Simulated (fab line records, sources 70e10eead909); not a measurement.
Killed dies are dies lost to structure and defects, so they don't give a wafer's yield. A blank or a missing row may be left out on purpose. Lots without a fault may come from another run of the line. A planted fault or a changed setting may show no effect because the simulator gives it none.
One fault seen from 2 desks | flow nand_harc | each desk has only its own numbers; what lay behind them comes last

THE TOOL OWNER'S DESK: litho_track-01
The tool's own readings at NHARC_A_M0_SOFTBAKE_04 (time 55 s): means of the sampled wafers that have a number, for each lot that ran on this tool. A lot is out of limits, marked OUT, if its mean lies more than 4 standard deviations from the usual mean; the brackets give that distance.
Columns: A = chill_plate_temp_C at NHARC_A_M0_SOFTBAKE_04, usual 22.99 C; B = heater_power_total_W at NHARC_A_M0_SOFTBAKE_04, usual 188.45 W
lot  | first seen here | A     | B
L450 | day 23 23:00    | 22.98 | 188.52
L448 | day 24 04:00    | 23.25 | 188.57
L452 | day 24 20:00    | 22.98 | 188.50
L459 | day 28 01:00    | 22.98 | 188.45
L463 | day 29 22:00    | 23.02 | 190.66 (+16) OUT
L462 | day 30 03:00    | 23.10 | 190.68 (+16) OUT
L464 | day 30 05:00    | 22.94 | 190.83 (+17) OUT
This desk's finding: out of limits on L462, L463, L464; first on L463, day 29 22:00 (heater_power_total_W at NHARC_A_M0_SOFTBAKE_04). In limits: L450, L448, L452, L459.

THE DEFECT DESK
What the inspections along the route counted, lot by lot: means of the sampled wafers that have a number. A lot is out of limits, marked OUT, if its mean lies more than 4 standard deviations from the usual mean; the brackets give that distance.
Columns: A = raw_defect_count at NHARC_A_BLC_INSPECT_28, usual 556
lot  | first seen here | A
L450 | day 23 22:47    | 510
L448 | day 24 03:51    | 670
L452 | day 24 20:22    | 544
L454 | day 26 02:56    | 726
L456 | day 27 17:17    | 433
L459 | day 28 00:47    | 479
L463 | day 29 22:27    | 619
L462 | day 30 02:59    | 426
L464 | day 30 05:02    | 492
L465 | day 30 21:23    | 796
L468 | day 31 15:48    | 587
L469 | day 32 10:36    | 605
This desk's finding: nothing out of limits on any of the 12 lots.

PUT TOGETHER
The tool owner's desk could have raised an alarm at day 29 22:00, on L462, L463, L464.
The defect desk saw nothing out of limits.
The defect desk has L462, L463, L464 on record, within its limits.
Of the lots named, all ran NHARC_A_M0_SOFTBAKE_04 on litho_track-01.

WHAT THE SIMULATOR HAD PUT IN
Process parameter drift: litho_track-01, from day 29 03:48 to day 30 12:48, at NHARC_A_M0_SOFTBAKE_04. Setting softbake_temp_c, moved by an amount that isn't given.
Lots struck among those shown: L462, L463, L464.
Hours from the fault's start to each desk's first reading out of limits: the tool owner's desk, 18.
